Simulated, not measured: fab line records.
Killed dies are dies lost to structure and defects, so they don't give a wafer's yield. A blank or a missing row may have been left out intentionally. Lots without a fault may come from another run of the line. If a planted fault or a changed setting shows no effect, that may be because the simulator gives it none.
What tool caused it?	flow nandHarc	Sampling: 11 lots, 33 wafers, 6 of 1159 route steps

WHAT THE GAUGES READ, wafer by wafer
NHARC_A_SGD_CUT_CD_MEAS_09 targets a cd of 100 nm.
lot	measured	on	cdNm (nm)
L697	day 13 18:22	cdSem-01	100.4 100.3 100.5
L698	day 14 04:41	cdSem-02	99.7 100.0 100.0
L704	day 15 20:20	cdSem-02	110.0 109.9 110.2
L706	day 16 08:28	cdSem-02	106.8 107.2 107.2
L705	day 16 09:15	cdSem-02	106.3 106.5 106.3
L709	day 17 01:24	cdSem-02	100.0 99.9 100.9
L710	day 17 10:10	cdSem-02	100.0 99.7 99.6
L714	day 18 11:49	cdSem-02	100.5 100.6 99.8
L716	day 19 05:20	cdSem-03	100.7 100.1 100.0
L717	day 19 10:19	cdSem-01	100.2 100.3 100.5
L719	day 19 22:04	cdSem-01	99.9 100.5 100.0

NHARC_END_SORT_01.
lot	measured	on	killedAtArray	killedAtOther	killedAtPeriphery	killedDies	killedOpen	killedShort
L706	day 22 02:29	prober-01	30 21 28	2 1 0	8 5 6	40 27 34	3 1 4	3 2 0
L710	day 23 01:42	prober-01	19 16 16	3 3 4	4 4 2	26 23 22	5 6 3	5 2 1
L714	day 24 02:37	prober-02	27 39 41	0 0 0	5 3 1	32 42 42	1 7 2	3 1 3

WHAT TOOL EACH LOT RAN ON (gives the tool, then ch and the chambers of the sampled wafers, and finally the start)
lot	NHARC_A_STAIRCASE_CMP_152	NHARC_A_STAIRCASE_STRIP_475	NHARC_A_SGD_CUT_EXPOSE_06	NHARC_A_SGD_CUT_ETCH_15
L697	cmp-01 ch 0,1,3, day 13 15:45	rieDiel-01 ch 1,2,3, day 13 18:13 or earlier	arfiScanner-02 ch 0, day 13 18:13	rieDiel-13 ch 0,1,3, no start
L698	cmp-03 ch 0,1,2, day 14 02:08	rieDiel-08 ch 2,3, day 14 04:33 or earlier	arfiScanner-03 ch 0, day 14 04:33	rieDiel-03 ch 0,1,3, no start
L704	cmp-01 ch 1,3, day 15 17:25	rieDiel-08 ch 0,1,2, day 15 20:11 or earlier	arfiScanner-02 ch 0, day 15 20:11	rieDiel-03 ch 1,2, no start
L706	cmp-01 ch 0,1,2, day 16 06:03	rieDiel-01 ch 0,1,2, day 16 08:20 or earlier	arfiScanner-02 ch 0, day 16 08:20	rieDiel-03 ch 1,2,3, day 22 02:29 or earlier
L705	cmp-01 ch 0,1,3, day 16 06:20	rieDiel-08 ch 0,1,3, day 16 09:07 or earlier	arfiScanner-02 ch 0, day 16 09:07	rieDiel-13 ch 0,1,2, no start
L709	cmp-01 ch 0,1,3, day 16 22:41	rieDiel-01 ch 0,2,3, day 17 01:16 or earlier	arfiScanner-01 ch 0, day 17 01:16	rieDiel-03 ch 0,2,3, no start
L710	cmp-01 ch 0,1,3, day 17 07:31	rieDiel-01 ch 1,2,3, day 17 10:02 or earlier	arfiScanner-01 ch 0, day 17 10:02	rieDiel-13 ch 0,2,3, day 23 01:42 or earlier
L714	cmp-03 ch 1,2,3, day 18 09:15	rieDiel-08 ch 0,1,2, day 18 11:40 or earlier	arfiScanner-03 ch 0, day 18 11:40	rieDiel-03 ch 0,1,2, day 24 02:37 or earlier
L716	cmp-01 ch 0,2,3, day 19 01:44	rieDiel-01 ch 1,2, day 19 03:50	arfiScanner-01 ch 0, day 19 05:11	rieDiel-03 ch 0,3, no start
L717	cmp-03 ch 1,2, day 19 07:10	rieDiel-01 ch 1,2, day 19 08:47	arfiScanner-03 ch 0, day 19 10:11	rieDiel-02 ch 0,3, no start
L719	cmp-02 ch 2,3, day 19 19:34	rieDiel-08 ch 1,2, day 19 21:55 or earlier	arfiScanner-01 ch 0, day 19 21:55	rieDiel-03 ch 0,2,3, no start
- NHARC_A_STAIRCASE_CMP_152: polishes.
- NHARC_A_STAIRCASE_STRIP_475: strips in O2, time 20 s.
- NHARC_A_SGD_CUT_EXPOSE_06: exposes mask SGD.
- NHARC_A_SGD_CUT_ETCH_15: etches the open film in CH3F/O2, target depth 75 nm, time 64.3 s.

AS READ BY THE TOOLS THEMSELVES (means over the sampled wafers that have a number; for cases with no such wafer, the mark the record gives instead)
NHARC_A_STAIRCASE_CMP_152.
lot	tool	edgeZonePressureFrac	motorCurrentA (A)
L697	cmp-01	1.002	12.3
L698	cmp-03	1.002	12.6
L704	cmp-01	1.002	11.7
L706	cmp-01	1.005	11.8
L705	cmp-01	0.996	12.3
L709	cmp-01	1.000	12.9
L710	cmp-01	0.999	12.9
L714	cmp-03	0.997	12.8
L716	cmp-01	1.001	11.8
L717	cmp-03	1.005	12.9
L719	cmp-02	0.995	12.0

NHARC_A_STAIRCASE_STRIP_475.
lot	tool	drypumpMotorCurrentA (A)	o2FlowSccm (sccm)	oesProductAu (a.u.)	rfVppV (V)	showerheadPlenumPTorr (Torr)	throttleValvePct (%)
L697	rieDiel-01	5.45	500.1	1.002	58.5	3.67	17.040
L698	rieDiel-08	5.71	499.4	0.996	58.1	3.42	17.039
L704	rieDiel-08	5.59	500.2	1.000	57.3	3.48	17.043
L706	rieDiel-01	5.62	501.3	0.998	57.6	3.62	17.034
L705	rieDiel-08	5.69	499.2	1.002	56.8	3.37	17.031
L709	rieDiel-01	5.41	500.8	0.996	59.0	3.58	17.036
L710	rieDiel-01	5.44	500.0	0.995	57.9	3.66	17.038
L714	rieDiel-08	5.60	499.1	0.992	58.3	3.46	17.035
L716	rieDiel-01	5.64	499.9	1.004	58.5	3.69	17.039
L717	rieDiel-01	5.65	499.5	1.000	57.9	3.69	17.035
L719	rieDiel-08	5.52	499.1	1.000	57.7	3.56	17.046

NHARC_A_SGD_CUT_EXPOSE_06.
lot	tool	exposureDoseMJCm2	reticleTempC (C)
L697	arfiScanner-02	85.49	23.13
L698	arfiScanner-03	85.60	23.00
L704	arfiScanner-02	98.04	23.02
L706	arfiScanner-02	95.47	23.02
L705	arfiScanner-02	93.50	23.08
L709	arfiScanner-01	85.46	22.97
L710	arfiScanner-01	85.44	22.93
L714	arfiScanner-03	85.54	23.05
L716	arfiScanner-01	85.53	22.85
L717	arfiScanner-03	85.52	22.95
L719	arfiScanner-01	85.53	22.94

NHARC_A_SGD_CUT_ETCH_15.
lot	tool	drypumpMotorCurrentA (A)	o2FlowSccm (sccm)	oesProductAu (a.u.)	rfVppV (V)	showerheadPlenumPTorr (Torr)	throttleValvePct (%)
L697	rieDiel-13	5.5	30.01	0.976	263.0	2.42	20.662
L698	rieDiel-03	5.5	30.05	0.966	263.3	2.41	20.670
L704	rieDiel-03	5.2	30.03	0.963	262.1	2.36	20.658
L706	rieDiel-03	5.4	30.10	0.969	263.0	2.40	20.663
L705	rieDiel-13	5.8	29.97	0.971	263.2	2.41	20.671
L709	rieDiel-03	5.9	30.02	0.977	263.9	2.48	20.666
L710	rieDiel-13	5.9	29.99	0.967	263.7	2.41	20.665
L714	rieDiel-03	5.6	30.04	0.969	263.9	2.45	20.663
L716	rieDiel-03	5.9	30.02	0.987	263.8	2.50	20.672
L717	rieDiel-02	5.1	30.06	0.962	263.6	2.40	20.656
L719	rieDiel-03	5.9	29.96	0.962	263.9	2.48	20.666

THE ANSWER, worked out from the rows above alone
Rule: the lots themselves supply what counts as usual. Put in order of their means at a reading, lots are off if they are a third of the lots or fewer, leave a main group of 4 or more, and stand apart from it by a gap of 3 or more times the standard deviation of the main group's means; of several such gaps the widest counts. The tables above print the reading to a certain number of digits; a main group whose means all agree to those digits is not used. Also off: a lot with no number at a reading for which 4 or more lots have one. Where the step has rows for the other lots, those lots are counted as sound. The gauges are gone through in route order, then the tools' own readings, and for those a lot's mean is taken as printed above. The first step at which some lot is off is used, and at that step the reading that is off furthest; a lot without a number counts as furthest.
Off: L704, L706, L705 (NHARC_A_SGD_CUT_CD_MEAS_09, cdNm). The main group: mean 100.2 nm, standard deviation 0.21.
A tool fits if, at a process step before that reading, it ran every lot that is off, and no sound lot after the first of them. Not tried: the gauges at NHARC_A_SGD_CUT_CD_MEAS_09; whatever is off there is also off at NHARC_A_SGD_CUT_EXPOSE_06, on other tools, and gauge error can't account for it. Because NHARC_A_STAIRCASE_STRIP_475 lacks a start for some lots, the hours and order of its lots are taken from NHARC_A_SGD_CUT_EXPOSE_06. One fits: arfiScanner-02 at NHARC_A_SGD_CUT_EXPOSE_06. Its last sound lot is L697 (day 13 18:13), its first lot that is off L704 (day 15 20:11): a fault that began between those two fits.
On the lots that are off, the tool's own readings at NHARC_A_SGD_CUT_EXPOSE_06 differ by more than 5 times the standard deviation of the sound lots' means, which bears it out; exposureDoseMJCm2 reads 95.67 there versus 85.51 on the sound lots.

WHAT HAD BEEN PUT IN BY THE SIMULATOR
Process parameters drifting: arfiScanner-02 at NHARC_A_SGD_CUT_EXPOSE_06, beginning at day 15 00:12. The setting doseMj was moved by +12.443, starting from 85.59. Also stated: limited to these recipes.
Struck lots among those shown: L704, L706, L705. The rule given above showed the same thing.
